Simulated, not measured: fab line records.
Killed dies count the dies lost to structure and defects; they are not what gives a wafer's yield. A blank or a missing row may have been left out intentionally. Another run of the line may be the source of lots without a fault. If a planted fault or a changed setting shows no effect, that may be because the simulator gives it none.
8D (eight disciplines) problem report, filled in by code | flow n5 finfet | the parts of the form that need people (team, actions taken, sign-off) are left out

## 1. PROBLEM STATEMENT
Wafers with no fault read 13 with a standard deviation of 5.7, whereas killed at contacts at N5_PASSIVATION_PROBE_49 reads a mean of 159 on 1 wafer of 1 lot. That is +26 standard deviations from the usual mean.
Earliest sighting: wafer L323.3 on prober-01 at day 17 02:39. The record holds 3 wafers of 1 lot with a number at this step. Rule for "out", or "out of limits": more than 4 standard deviations from the usual mean. Any other wafer with a number is counted as sound.

## 2. WHAT IT IS AND WHAT IT IS NOT
question                    | is                                                                                                      | is not
which readings at this step | killed at contacts, defect limited yield, killed dies, sort_bin_5_function, sort n pass, sort yield pct | killed_at_M0_to_M3, killed_at_M4_up, killed at front end, killed at other, killed open, killed short, sort_bin_6_memory
which lots                  | L323                                                                                                    | -
which wafers of those lots  | L323.3                                                                                                  | L323.2, L323.4
read on which tools         | prober-01                                                                                               | -
when                        | from day 17 02:39                                                                                       | up to then (1 sound wafer); but 1 sound wafer of L323 came after

## 3. SUSPECTS, AND WHAT RULES EACH OUT
Counting: any tool at a process step up to the reading remains a suspect provided it ran every lot that is out. Sound lots after the first of them don't rule it out here, since some wafers of a struck lot are sound.
- wet bench-01 at N5_MOL_CONTACT_COAG_WET_ETCH_116 (etches the open film in SC1-inhibited, target depth 4.6 nm, rinse time 30 s): kept. It ran the lot that is out, L323 (day 8 22:17).
- pvd sputter-02 at N5_BEOL_M15_PRE_CLEAN_42 (time 30 s): kept. It ran the lot that is out, L323 (day 16 11:47).
- rie diel-02 at N5_MIM_TOP_ETCH_STRIP_01 (strips in O2): kept. It ran the lot that is out, L323 (day 16 17:07).
- pecvd-01 at N5_MIM_TOP_ETCH_PECVD_03 (deposits SiNx from SiH4/NH3/N2, target thk 20 nm, time 17.6 s): kept. It ran the lot that is out, L323 (day 16 17:11).
- prober-01 at N5_PASSIVATION_PROBE_49: kept. It ran the lot that is out, L323 (day 17 02:36). Out on those wafers are its own readings of defect limited yield, killed at contacts, killed dies, sort_bin_5_function, sort n pass, sort yield pct.
- Within rie diel-02 at N5_MIM_TOP_ETCH_STRIP_01: the wafers that are out ran in chamber 1; their sound lot-mates ran in chambers 0, 2.
- Within pecvd-01 at N5_MIM_TOP_ETCH_PECVD_03: the wafers that are out ran in chamber 0; their sound lot-mates ran in chambers 1, 2.
Left after counting: wet bench-01 at N5_MOL_CONTACT_COAG_WET_ETCH_116, pvd sputter-02 at N5_BEOL_M15_PRE_CLEAN_42, rie diel-02 at N5_MIM_TOP_ETCH_STRIP_01, pecvd-01 at N5_MIM_TOP_ETCH_PECVD_03, prober-01 at N5_PASSIVATION_PROBE_49.

## 4. THE CAUSE (what the simulator had put in)
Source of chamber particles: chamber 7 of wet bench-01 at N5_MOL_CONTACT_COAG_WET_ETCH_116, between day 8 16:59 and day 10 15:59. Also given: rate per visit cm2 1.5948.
5 suspects survive the count, and this tool is in that group.

## 5. THE EFFECT CHAIN, in route order
One row per reading whose mean, taken over the struck wafers that have a number, lies over 3 standard deviations from the usual. Only readings whose record carries a usual standard deviation are examined. hours: median over the lots of the time between each lot's start at the first step of this table that gives one and its start at this step. sigmas: the change, counted in usual standard deviations.
hours | step                    | reading              | usual  | on struck wafers | change | sigmas
0     | N5_PASSIVATION_PROBE_49 | defect limited yield | 91.7 % | 78.9             | -12.8  | -8.5
0     | N5_PASSIVATION_PROBE_49 | killed at contacts   | 13     | 159              | +146   | +26
0     | N5_PASSIVATION_PROBE_49 | killed dies          | 98     | 249              | +151   | +8.4
0     | N5_PASSIVATION_PROBE_49 | sort_bin_5_function  | 4.9 %  | 13.1             | +8.2   | +9.0
0     | N5_PASSIVATION_PROBE_49 | sort n pass          | 1082   | 931              | -151   | -8.4
0     | N5_PASSIVATION_PROBE_49 | sort yield pct       | 91.7 % | 78.9             | -12.8  | -8.5
Here are the process steps it includes:
- N5_PASSIVATION_PROBE_49

## 6. WHAT WOULD HAVE CAUGHT IT SOONER
In this record the first reading out of limits was taken at day 17 02:39, 202 hours after the fault began at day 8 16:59.
Lots out: 1; all had begun N5_MOL_CONTACT_COAG_WET_ETCH_116 on wet bench-01 by day 17 02:39. Had the tool been put on hold then, not one of them would have been saved.
